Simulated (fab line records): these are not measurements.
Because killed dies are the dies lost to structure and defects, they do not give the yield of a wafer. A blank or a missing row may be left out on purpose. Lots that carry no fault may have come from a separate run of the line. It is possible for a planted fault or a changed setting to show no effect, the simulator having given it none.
Which of the tools did it? :: flow nand harc :: 24 lots, 72 wafers sampled, at 3 steps of a route of 1302

== WHAT THE GAUGES SHOWED, per wafer ==
NHARC_A_CONTACT_INSPECT_44. Usual: raw defect count reads 84 (standard deviation 37).
lot: L075
measured: day 21 17:21
on: defect inspect-01
raw defect count: 111 123 132
flag: 

lot: L074
measured: day 21 18:32
on: defect inspect-02
raw defect count: 16 15 19
flag: 

lot: L076
measured: day 22 13:24
on: defect inspect-02
raw defect count: 111 130 104
flag: 

lot: L077
measured: day 23 00:52
on: defect inspect-01
raw defect count: 67 69 73
flag: 

lot: L078
measured: day 23 06:53
on: defect inspect-02
raw defect count: 71 66 66
flag: 

lot: L079
measured: day 23 21:25
on: defect inspect-01
raw defect count: 119 118 132
flag: 

lot: L080
measured: day 23 21:35
on: defect inspect-02
raw defect count: 73 77 52
flag: 

lot: L081
measured: day 24 12:32
on: defect inspect-02
raw defect count: 161 151 153
flag: 

lot: L082
measured: day 25 03:07
on: defect inspect-01
raw defect count: 20 30 33
flag: 

lot: L086
measured: day 25 16:50
on: defect inspect-01
raw defect count: 38 35 33
flag: 

lot: L083
measured: day 25 17:23
on: defect inspect-01
raw defect count: 125 106 104
flag: 

lot: L084
measured: day 26 02:57
on: defect inspect-01
raw defect count: 68 79 64
flag: 

lot: L085
measured: day 26 10:52
on: defect inspect-02
raw defect count: 127 97 119
flag: 

lot: L087
measured: day 27 03:50
on: defect inspect-02
raw defect count: 89 105 95
flag: 

lot: L089
measured: day 27 10:50
on: defect inspect-01
raw defect count: 63 57 67
flag: 

lot: L088
measured: day 27 18:23
on: defect inspect-02
raw defect count: 95 99 102
flag: 

lot: L090
measured: day 27 23:17
on: defect inspect-02
raw defect count: 131 135 141
flag: 

lot: L092
measured: day 28 15:44
on: defect inspect-01
raw defect count: 125 111 112
flag: 

lot: L091
measured: day 28 19:23
on: defect inspect-02
raw defect count: 60 54 76
flag: 

lot: L093
measured: day 29 03:55
on: defect inspect-02
raw defect count: 68 70 74
flag: 

lot: L094
measured: day 29 17:28
on: defect inspect-01
raw defect count: 64 69 52
flag: 

lot: L095
measured: day 29 22:43
on: defect inspect-01
raw defect count: 86 83 74
flag: 

lot: L096
measured: day 30 11:58
on: defect inspect-02
raw defect count: 130 117 124
flag: 

lot: L097
measured: day 31 13:19
on: defect inspect-02
raw defect count: 17 27 14
flag: 

== EACH LOT AND THE TOOL THAT RAN IT (in order: tool; ch and the chambers of the sampled wafers; start) ==
lot: L075
NHARC_A_WL_FILL_CVD_20: cvd w-01 ch 0,1, day 21 06:38 or earlier
NHARC_A_CONTACT_DEP_24: pecvd-02 ch 0,1,2, day 21 06:38

lot: L074
NHARC_A_WL_FILL_CVD_20: cvd w-02 ch 0, day 21 09:11 or earlier
NHARC_A_CONTACT_DEP_24: pecvd-02 ch 1,2, day 21 09:11

lot: L076
NHARC_A_WL_FILL_CVD_20: cvd w-02 ch 0,1, day 22 03:06 or earlier
NHARC_A_CONTACT_DEP_24: pecvd-02 ch 1,2, day 22 03:06

lot: L077
NHARC_A_WL_FILL_CVD_20: cvd w-02 ch 1, day 22 15:57 or earlier
NHARC_A_CONTACT_DEP_24: pecvd-02 ch 0,1,2, day 22 15:57

lot: L078
NHARC_A_WL_FILL_CVD_20: cvd w-02 ch 0,1, day 22 20:35 or earlier
NHARC_A_CONTACT_DEP_24: pecvd-01 ch 0,1,2, day 22 20:35

lot: L079
NHARC_A_WL_FILL_CVD_20: cvd w-02 ch 0,1, day 23 15:46 or earlier
NHARC_A_CONTACT_DEP_24: pecvd-01 ch 0,2, day 23 15:46

lot: L080
NHARC_A_WL_FILL_CVD_20: cvd w-01 ch 0, day 23 15:50 or earlier
NHARC_A_CONTACT_DEP_24: pecvd-02 ch 0,2, day 23 15:50

lot: L081
NHARC_A_WL_FILL_CVD_20: cvd w-02 ch 0,1, day 24 03:50 or earlier
NHARC_A_CONTACT_DEP_24: pecvd-01 ch 0,1,2, day 24 03:50

lot: L082
NHARC_A_WL_FILL_CVD_20: cvd w-02 ch 0,1, day 24 21:32 or earlier
NHARC_A_CONTACT_DEP_24: pecvd-02 ch 0,1,2, day 24 21:32

lot: L086
NHARC_A_WL_FILL_CVD_20: cvd w-01 ch 0,1, day 25 11:10 or earlier
NHARC_A_CONTACT_DEP_24: pecvd-02 ch 0,1,2, day 25 11:10

lot: L083
NHARC_A_WL_FILL_CVD_20: cvd w-02 ch 0,1, day 25 11:23 or earlier
NHARC_A_CONTACT_DEP_24: pecvd-01 ch 1,2, day 25 11:23

lot: L084
NHARC_A_WL_FILL_CVD_20: cvd w-01 ch 0,1, day 25 19:31 or earlier
NHARC_A_CONTACT_DEP_24: pecvd-03 ch 0,2, day 25 19:31

lot: L085
NHARC_A_WL_FILL_CVD_20: cvd w-02 ch 0,1, day 26 02:34 or earlier
NHARC_A_CONTACT_DEP_24: pecvd-03 ch 0,2, day 26 02:34

lot: L087
NHARC_A_WL_FILL_CVD_20: cvd w-02 ch 0,1, day 26 18:09 or earlier
NHARC_A_CONTACT_DEP_24: pecvd-02 ch 0,2, day 26 18:09

lot: L089
NHARC_A_WL_FILL_CVD_20: cvd w-01 ch 1, day 27 05:14 or earlier
NHARC_A_CONTACT_DEP_24: pecvd-02 ch 0,1,2, day 27 05:14

lot: L088
NHARC_A_WL_FILL_CVD_20: cvd w-01 ch 0,1, day 27 11:29 or earlier
NHARC_A_CONTACT_DEP_24: pecvd-01 ch 0,1, day 27 11:29

lot: L090
NHARC_A_WL_FILL_CVD_20: cvd w-01 ch 0,1, day 27 16:28 or earlier
NHARC_A_CONTACT_DEP_24: pecvd-03 ch 0,1,2, day 27 16:28

lot: L092
NHARC_A_WL_FILL_CVD_20: cvd w-02 ch 0,1, day 28 10:09 or earlier
NHARC_A_CONTACT_DEP_24: pecvd-01 ch 0,1, day 28 10:09

lot: L091
NHARC_A_WL_FILL_CVD_20: cvd w-02 ch 0,1, day 28 12:57 or earlier
NHARC_A_CONTACT_DEP_24: pecvd-01 ch 0,1,2, day 28 12:57

lot: L093
NHARC_A_WL_FILL_CVD_20: cvd w-02 ch 0,1, day 28 20:25 or earlier
NHARC_A_CONTACT_DEP_24: pecvd-03 ch 0,1, day 28 20:25

lot: L094
NHARC_A_WL_FILL_CVD_20: cvd w-02 ch 0,1, day 29 11:50 or earlier
NHARC_A_CONTACT_DEP_24: pecvd-03 ch 1,2, day 29 11:50

lot: L095
NHARC_A_WL_FILL_CVD_20: cvd w-01 ch 0,1, day 29 14:31 or earlier
NHARC_A_CONTACT_DEP_24: pecvd-01 ch 0,1,2, day 29 14:31

lot: L096
NHARC_A_WL_FILL_CVD_20: cvd w-01 ch 0,1, day 30 06:10 or earlier
NHARC_A_CONTACT_DEP_24: pecvd-01 ch 0,2, day 30 06:10

lot: L097
NHARC_A_WL_FILL_CVD_20: cvd w-02 ch 0,1, day 31 07:38 or earlier
NHARC_A_CONTACT_DEP_24: pecvd-01 ch 0,2, day 31 07:38
- NHARC_A_WL_FILL_CVD_20: deposits W, target thk 100 nm, time 74 s.
- NHARC_A_CONTACT_DEP_24: deposits SiO2, target thk 500 nm.

== WHAT THE TOOLS THEMSELVES READ (means of the sampled wafers that have a number; where no wafer has one, the mark that the record gives instead) ==
NHARC_A_WL_FILL_CVD_20. Usual: chamber pressure Torr 39.99 Torr, standard deviation 0.091; heater power w 788 W, standard deviation 90; mfc h2 sccm 1599 sccm, standard deviation 5.5; mfc wf6 sccm 40.01 sccm, standard deviation 0.12; throttle valve pct 8.01 %, standard deviation 0.28.
lot: L075
tool: cvd w-01
chamber pressure Torr (Torr): 40.02
heater power w (W): 854
mfc h2 sccm (sccm): 1600
mfc wf6 sccm (sccm): 40.02
throttle valve pct (%): 7.73
flag: 

lot: L074
tool: cvd w-02
chamber pressure Torr (Torr): 39.92
heater power w (W): 706
mfc h2 sccm (sccm): 1605
mfc wf6 sccm (sccm): 40.03
throttle valve pct (%): 8.32
flag: 

lot: L076
tool: cvd w-02
chamber pressure Torr (Torr): 39.90
heater power w (W): 728
mfc h2 sccm (sccm): 1598
mfc wf6 sccm (sccm): 40.08
throttle valve pct (%): 8.27
flag: 

lot: L077
tool: cvd w-02
chamber pressure Torr (Torr): 39.98
heater power w (W): 812
mfc h2 sccm (sccm): 1601
mfc wf6 sccm (sccm): 40.05
throttle valve pct (%): 8.08
flag: 

lot: L078
tool: cvd w-02
chamber pressure Torr (Torr): 39.98
heater power w (W): 729
mfc h2 sccm (sccm): 1600
mfc wf6 sccm (sccm): 39.91
throttle valve pct (%): 8.22
flag: 

lot: L079
tool: cvd w-02
chamber pressure Torr (Torr): 39.94
heater power w (W): 736
mfc h2 sccm (sccm): 1596
mfc wf6 sccm (sccm): 40.03
throttle valve pct (%): 8.19
flag: 

lot: L080
tool: cvd w-01
chamber pressure Torr (Torr): 39.94
heater power w (W): 775
mfc h2 sccm (sccm): 1608
mfc wf6 sccm (sccm): 40.13
throttle valve pct (%): 7.79
flag: 

lot: L081
tool: cvd w-02
chamber pressure Torr (Torr): 39.96
heater power w (W): 745
mfc h2 sccm (sccm): 1605
mfc wf6 sccm (sccm): 40.12
throttle valve pct (%): 8.27
flag: 

lot: L082
tool: cvd w-02
chamber pressure Torr (Torr): 40.03
heater power w (W): 729
mfc h2 sccm (sccm): 1600
mfc wf6 sccm (sccm): 39.93
throttle valve pct (%): 8.15
flag: 

lot: L086
tool: cvd w-01
chamber pressure Torr (Torr): 39.95
heater power w (W): 861
mfc h2 sccm (sccm): 1597
mfc wf6 sccm (sccm): 39.98
throttle valve pct (%): 7.54
flag: 

lot: L083
tool: cvd w-02
chamber pressure Torr (Torr): 39.98
heater power w (W): 777
mfc h2 sccm (sccm): 1606
mfc wf6 sccm (sccm): 39.90
throttle valve pct (%): 8.30
flag: 

lot: L084
tool: cvd w-01
chamber pressure Torr (Torr): 40.04
heater power w (W): 903
mfc h2 sccm (sccm): 1605
mfc wf6 sccm (sccm): 39.92
throttle valve pct (%): 7.73
flag: 

lot: L085
tool: cvd w-02
chamber pressure Torr (Torr): 40.00
heater power w (W): 768
mfc h2 sccm (sccm): 1597
mfc wf6 sccm (sccm): 40.06
throttle valve pct (%): 8.28
flag: 

lot: L087
tool: cvd w-02
chamber pressure Torr (Torr): 39.91
heater power w (W): 775
mfc h2 sccm (sccm): 1594
mfc wf6 sccm (sccm): 39.91
throttle valve pct (%): 8.08
flag: 

lot: L089
tool: cvd w-01
chamber pressure Torr (Torr): 39.95
heater power w (W): 945
mfc h2 sccm (sccm): 1600
mfc wf6 sccm (sccm): 40.21
throttle valve pct (%): 7.94
flag: 

lot: L088
tool: cvd w-01
chamber pressure Torr (Torr): 39.96
heater power w (W): 898
mfc h2 sccm (sccm): 1605
mfc wf6 sccm (sccm): 40.04
throttle valve pct (%): 7.89
flag: 

lot: L090
tool: cvd w-01
chamber pressure Torr (Torr): 39.97
heater power w (W): 914
mfc h2 sccm (sccm): 1601
mfc wf6 sccm (sccm): 40.01
throttle valve pct (%): 7.86
flag: 

lot: L092
tool: cvd w-02
chamber pressure Torr (Torr): 40.08
heater power w (W): 716
mfc h2 sccm (sccm): 1591
mfc wf6 sccm (sccm): 39.91
throttle valve pct (%): 8.16
flag: 

lot: L091
tool: cvd w-02
chamber pressure Torr (Torr): 39.95
heater power w (W): 724
mfc h2 sccm (sccm): 1602
mfc wf6 sccm (sccm): 39.91
throttle valve pct (%): 8.14
flag: 

lot: L093
tool: cvd w-02
chamber pressure Torr (Torr): 40.01
heater power w (W): 726
mfc h2 sccm (sccm): 1598
mfc wf6 sccm (sccm): 40.01
throttle valve pct (%): 8.04
flag: 

lot: L094
tool: cvd w-02
chamber pressure Torr (Torr): 39.98
heater power w (W): 690
mfc h2 sccm (sccm): 1595
mfc wf6 sccm (sccm): 40.11
throttle valve pct (%): 7.85
flag: 

lot: L095
tool: cvd w-01
chamber pressure Torr (Torr): 39.92
heater power w (W): 903
mfc h2 sccm (sccm): 1598
mfc wf6 sccm (sccm): 40.03
throttle valve pct (%): 7.81
flag: 

lot: L096
tool: cvd w-01
chamber pressure Torr (Torr): 40.08
heater power w (W): 919
mfc h2 sccm (sccm): 1602
mfc wf6 sccm (sccm): 39.99
throttle valve pct (%): 7.88
flag: 

lot: L097
tool: cvd w-02
chamber pressure Torr (Torr): 39.99
heater power w (W): 722
mfc h2 sccm (sccm): 1602
mfc wf6 sccm (sccm): 39.90
throttle valve pct (%): 7.96
flag: 

NHARC_A_CONTACT_DEP_24. Usual: chamber pressure Torr 6.499 Torr, standard deviation 0.015; heater power w 511 W, standard deviation 85; throttle valve pct 16.3 %, standard deviation 0.42.
lot: L075
tool: pecvd-02
chamber pressure Torr (Torr): 6.493
heater power w (W): 491
throttle valve pct (%): 16.2
flag: 

lot: L074
tool: pecvd-02
chamber pressure Torr (Torr): 6.527
heater power w (W): 468
throttle valve pct (%): 16.4
flag: 

lot: L076
tool: pecvd-02
chamber pressure Torr (Torr): 6.493
heater power w (W): 408
throttle valve pct (%): 16.5
flag: 

lot: L077
tool: pecvd-02
chamber pressure Torr (Torr): 6.487
heater power w (W): 479
throttle valve pct (%): 16.1
flag: 

lot: L078
tool: pecvd-01
chamber pressure Torr (Torr): 6.490
heater power w (W): 516
throttle valve pct (%): 16.3
flag: 

lot: L079
tool: pecvd-01
chamber pressure Torr (Torr): 6.501
heater power w (W): 591
throttle valve pct (%): 16.2
flag: 

lot: L080
tool: pecvd-02
chamber pressure Torr (Torr): 6.497
heater power w (W): 427
throttle valve pct (%): 16.5
flag: 

lot: L081
tool: pecvd-01
chamber pressure Torr (Torr): 6.488
heater power w (W): 513
throttle valve pct (%): 16.4
flag: 

lot: L082
tool: pecvd-02
chamber pressure Torr (Torr): 6.492
heater power w (W): 499
throttle valve pct (%): 16.2
flag: 

lot: L086
tool: pecvd-02
chamber pressure Torr (Torr): 6.488
heater power w (W): 503
throttle valve pct (%): 16.5
flag: 

lot: L083
tool: pecvd-01
chamber pressure Torr (Torr): 6.507
heater power w (W): 495
throttle valve pct (%): 16.5
flag: 

lot: L084
tool: pecvd-03
chamber pressure Torr (Torr): 6.495
heater power w (W): 623
throttle valve pct (%): 15.9
flag: 

lot: L085
tool: pecvd-03
chamber pressure Torr (Torr): 6.499
heater power w (W): 601
throttle valve pct (%): 15.9
flag: 

lot: L087
tool: pecvd-02
chamber pressure Torr (Torr): 6.493
heater power w (W): 419
throttle valve pct (%): 15.9
flag: 

lot: L089
tool: pecvd-02
chamber pressure Torr (Torr): 6.505
heater power w (W): 523
throttle valve pct (%): 16.1
flag: 

lot: L088
tool: pecvd-01
chamber pressure Torr (Torr): 6.496
heater power w (W): 485
throttle valve pct (%): 16.5
flag: 

lot: L090
tool: pecvd-03
chamber pressure Torr (Torr): 6.504
heater power w (W): 574
throttle valve pct (%): 16.0
flag: 

lot: L092
tool: pecvd-01
chamber pressure Torr (Torr): 6.501
heater power w (W): 449
throttle valve pct (%): 16.6
flag: 

lot: L091
tool: pecvd-01
chamber pressure Torr (Torr): 6.498
heater power w (W): 486
throttle valve pct (%): 16.6
flag: 

lot: L093
tool: pecvd-03
chamber pressure Torr (Torr): 6.510
heater power w (W): 599
throttle valve pct (%): 16.3
flag: 

lot: L094
tool: pecvd-03
chamber pressure Torr (Torr): 6.494
heater power w (W): 498
throttle valve pct (%): 16.4
flag: 

lot: L095
tool: pecvd-01
chamber pressure Torr (Torr): 6.495
heater power w (W): 496
throttle valve pct (%): 16.4
flag: 

lot: L096
tool: pecvd-01
chamber pressure Torr (Torr): 6.484
heater power w (W): 537
throttle valve pct (%): 16.3
flag: 

lot: L097
tool: pecvd-01
chamber pressure Torr (Torr): 6.505
heater power w (W): 498
throttle valve pct (%): 16.2
flag: 

== THE ANSWER, worked out from the rows above alone ==
Rule: a lot counts as off when the mean over its wafers that have a number is more than 3 standard deviations away from the usual mean. A lot without any number at a reading at which 4 lots or more have one is off too. The other lots that the step has rows for count as sound. After the gauges, taken in route order, come the tools' own readings; for these a lot's mean is taken, as printed above. At the first step where some lot is off, the reading lying furthest off is the one used; lots without a number count as furthest.
None of the lots is off at any reading shown; this tells nothing.

== WHAT THE SIMULATOR HAD INSERTED ==
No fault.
